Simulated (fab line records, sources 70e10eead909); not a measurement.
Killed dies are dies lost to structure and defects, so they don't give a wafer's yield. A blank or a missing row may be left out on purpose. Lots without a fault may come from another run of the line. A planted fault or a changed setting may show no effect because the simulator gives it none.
Which tool did it? | flow nand_harc | 6 lots, 18 wafers sampled, at 1 step of a route of 1159

WHAT THE GAUGES READ, wafer by wafer
NHARC_A_M1_THK_MEAS_24: measures by xrf.
lot  | measured     | on            | thk_nm (nm)
L130 | day 18 05:53 | film_metro-02 | 154.6 154.0 152.0
L134 | day 18 21:45 | film_metro-01 | 153.7 155.8 155.6
L136 | day 19 10:52 | film_metro-01 | 156.4 153.7 154.3
L140 | day 20 08:40 | film_metro-01 | 154.5 152.6 153.7
L145 | day 22 12:35 | film_metro-02 | 154.1 154.0 156.8
L147 | day 22 13:59 | film_metro-01 | 152.9 153.8 156.2

WHICH TOOL RAN EACH LOT (tool, then ch and the chambers of the sampled wafers, then the start)
The record holds no process step before these readings.

THE ANSWER, worked out from the rows above alone
Rule: what is usual is taken from the lots themselves. Put in order of their means at a reading, lots are off if they are a third of the lots or fewer, leave a main group of 4 or more, and stand apart from it by a gap of 3 or more times the standard deviation of the main group's means; of several such gaps the widest counts. A main group whose means are all the same, to the digits that the tables above print for the reading, isn't used. A lot without any number at a reading at which 4 lots or more have one is off too. The other lots that the step has rows for count as sound.
No lot is off at any reading shown: from this, nothing can be told.

WHAT THE SIMULATOR HAD PUT IN
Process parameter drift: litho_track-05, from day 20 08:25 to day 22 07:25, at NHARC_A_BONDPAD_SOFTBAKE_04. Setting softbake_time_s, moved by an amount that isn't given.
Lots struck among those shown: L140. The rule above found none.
